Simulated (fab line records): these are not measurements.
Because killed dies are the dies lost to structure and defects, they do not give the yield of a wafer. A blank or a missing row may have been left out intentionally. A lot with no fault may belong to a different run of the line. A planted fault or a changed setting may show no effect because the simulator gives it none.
Chamber matching ; flow nandHarc ; NHARC_P_GATE_ETCH_104 on rieDiel-13: 4 sister chambers
The step etches the open film in CF4/CHF3, target depth 60 nm. 4 wafers are shown with their chamber, then 12 later ones without.

EACH WAFER AND ITS CHAMBER
wafer;chamber;showerheadPlenumPTorr (Torr)
L091.2;3;1.64
L089.2;0;1.50
L089.3;2;1.47
L089.4;1;1.60

WAFERS WHOSE CHAMBER IS MISSING
wafer;showerheadPlenumPTorr (Torr)
L092.2;1.60
L092.4;1.47
L092.5;1.60
L090.1;1.64
L090.2;1.50
L090.5;1.60
L095.1;1.64
L095.4;1.47
L095.5;1.46
L097.2;1.60
L097.3;1.64
L097.5;1.46

CHAMBER TAKEN BY EACH
wafer;from the rows above;in truth
L092.2;1;1
L092.4;2;2
L092.5;1;1
L090.1;3;3
L090.2;0;0
L090.5;1;1
L095.1;3;3
L095.4;2;2
L095.5;2;2
L097.2;1;1
L097.3;3;3
L097.5;2;2
12 of 12 placed correctly. Not placeable from these rows: 0. Number placed wrongly: 0.
How it was worked out, from the rows above alone: a wafer's distance from a chamber is the root of the sum, over the readings, of the square of ((its reading less the chamber's mean) divided by the reading's scatter). If the next closest chamber is less than 2 further off than the closest, the wafer can't be placed; otherwise it belongs to the closest. Each chamber's mean is taken over the wafers shown for it. The scatter: with one shown wafer a chamber, the root of the mean of the squares of how far each hidden wafer lies from its nearest shown one.
